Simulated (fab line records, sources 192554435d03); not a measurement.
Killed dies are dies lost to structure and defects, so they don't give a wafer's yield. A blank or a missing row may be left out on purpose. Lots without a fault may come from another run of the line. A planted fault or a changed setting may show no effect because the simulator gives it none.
Which tool did it? | flow n5_finfet | 11 lots, 32 wafers sampled, at 3 steps of a route of 1938

WHAT THE GAUGES READ, wafer by wafer
N5_BEOL_M13_OVL_MEAS_29. Usual: M13_OVL 3 nm, standard deviation 6.
lot  | measured     | on         | M13_OVL (nm) | flag
L150 | day 10 23:38 | overlay-02 | -8 7 1       |
L152 | day 11 02:18 | overlay-02 | 1 6 4        |
L153 | day 11 13:59 | overlay-01 | 1 -3 -4      |
L155 | day 12 04:41 | overlay-02 | 8 5 11       |
L154 | day 12 04:56 | overlay-01 | 7 11 11      |
L156 | day 12 05:05 | overlay-01 | -12 -6 -3    |
L163 | day 14 12:16 | overlay-02 | 3 2 -2       |
L164 | day 14 16:29 | overlay-01 | 10 5 21      |
L167 | day 15 11:02 | overlay-01 | 2 -1         |
L169 | day 15 11:44 | overlay-02 | 8 -3 -8      |
L172 | day 16 23:16 | overlay-01 | 3 10 14      |

WHICH TOOL RAN EACH LOT (tool, then ch and the chambers of the sampled wafers, then the start)
lot  | N5_BEOL_M13_STRIP_63                 | N5_BEOL_M13_COAT_65
L150 | plasma_asher-01 ch 0,1, day 10 22:55 | litho_track-05 ch 0, day 10 23:10
L152 | plasma_asher-02 ch 0,1, day 11 01:37 | litho_track-02 ch 0, day 11 01:51
L153 | plasma_asher-01 ch 0,1, day 11 13:18 | litho_track-02 ch 0, day 11 13:32
L155 | plasma_asher-02 ch 0,1, day 12 04:07 | litho_track-02 ch 0, day 12 04:22
L154 | plasma_asher-02 ch 0, day 12 04:15   | litho_track-05 ch 0, day 12 04:30
L156 | plasma_asher-01 ch 0,1, day 12 04:31 | litho_track-01 ch 0, day 12 04:46
L163 | plasma_asher-01 ch 0,1, day 14 11:36 | litho_track-02 ch 0, day 14 11:49
L164 | plasma_asher-02 ch 0,1, day 14 15:56 | litho_track-02 ch 0, day 14 16:10
L167 | plasma_asher-01 ch 0, day 15 10:21   | litho_track-01 ch 0, day 15 10:36
L169 | plasma_asher-01 ch 0,1, day 15 11:03 | litho_track-01 ch 0, day 15 11:17
L172 | plasma_asher-01 ch 1, day 16 22:42   | litho_track-01 ch 0, day 16 22:56
- N5_BEOL_M13_STRIP_63: strips in N2/H2.
- N5_BEOL_M13_COAT_65: time 60 s, resist thk 350 nm.

WHAT THE TOOLS THEMSELVES READ (means of the sampled wafers that have a number; where no wafer has one, the mark that the record gives instead)
N5_BEOL_M13_STRIP_63. Usual: drypump_motor_current_A 5.6 A, standard deviation 0.51; heater_power_w 307 W, standard deviation 9.9; oes_product_au 0.674 a.u., standard deviation 0.0052; strip_time_to_endpoint_s 27.3 s, standard deviation 1.1.
lot  | tool            | drypump_motor_current_A (A) | heater_power_w (W) | oes_product_au (a.u.) | strip_time_to_endpoint_s (s) | flag
L150 | plasma_asher-01 | 5.4                         | 311                | 0.679                 | 27.7                         |
L152 | plasma_asher-02 | 6.1                         | 304                | 0.673                 | 27.1                         |
L153 | plasma_asher-01 | 5.4                         | 310                | 0.674                 | 28.0                         |
L155 | plasma_asher-02 | 5.8                         | 303                | 0.675                 | 26.9                         |
L154 | plasma_asher-02 | 6.4                         | 303                | 0.675                 | 27.1                         |
L156 | plasma_asher-01 | 5.4                         | 312                | 0.679                 | 27.9                         |
L163 | plasma_asher-01 | 5.4                         | 313                | 0.672                 | 26.7                         |
L164 | plasma_asher-02 | 5.8                         | 300                | 0.677                 | 28.1                         |
L167 | plasma_asher-01 | 5.0                         | 322                | 0.677                 | 26.8                         |
L169 | plasma_asher-01 | 5.3                         | 312                | 0.671                 | 27.7                         |
L172 | plasma_asher-01 | 5.6                         | 307                | 0.672                 | 28.3                         |

N5_BEOL_M13_COAT_65. Usual: heater_power_total_W 500.4 W, standard deviation 1.8; plate_temp_C 250.03 C, standard deviation 0.14.
lot  | tool           | heater_power_total_W (W) | plate_temp_C (C) | flag
L150 | litho_track-05 | 500.6                    | 249.92           |
L152 | litho_track-02 | 499.7                    | 250.08           |
L153 | litho_track-02 | 499.7                    | 249.95           |
L155 | litho_track-02 | 500.4                    | 250.14           |
L154 | litho_track-05 | 502.3                    | 249.95           |
L156 | litho_track-01 | 500.8                    | 249.90           |
L163 | litho_track-02 | 484.5                    | 243.90           | OFF
L164 | litho_track-02 | 484.8                    | 243.85           | OFF
L167 | litho_track-01 | 500.1                    | 250.12           |
L169 | litho_track-01 | 499.4                    | 249.93           |
L172 | litho_track-01 | 500.3                    | 249.81           |

THE ANSWER, worked out from the rows above alone
Rule: a lot is off if the mean of its wafers that have a number lies more than 3 standard deviations from the usual mean. A lot without any number at a reading at which 4 lots or more have one is off too. The other lots that the step has rows for count as sound. The gauges are gone through in route order, then the tools' own readings, and for those a lot's mean is taken as printed above. The first step at which some lot is off is used, and at that step the reading that is off furthest; a lot without a number counts as furthest.
Off: L163, L164, at N5_BEOL_M13_COAT_65 (plate_temp_C).
A tool fits if, at that step or a process step before it, it ran every lot that is off, and no sound lot after the first of them. One fits: litho_track-02 at N5_BEOL_M13_COAT_65. Its last sound lot is L155 (day 12 04:22), its first lot that is off L163 (day 14 11:49): a fault that began between those two fits.
The tool's own readings at N5_BEOL_M13_COAT_65 bear it out: on the lots that are off they differ by more than 5 times the standard deviation of the sound lots' means. heater_power_total_W reads 484.6 W there against 500.4 W on the sound lots; plate_temp_C reads 243.88 C there against 249.98 C on the sound lots.

WHAT THE SIMULATOR HAD PUT IN
Process parameter drift: litho_track-02, from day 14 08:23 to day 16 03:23, at N5_BEOL_M13_COAT_65. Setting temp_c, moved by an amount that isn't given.
Lots struck among those shown: L163, L164. The rule above found the same.
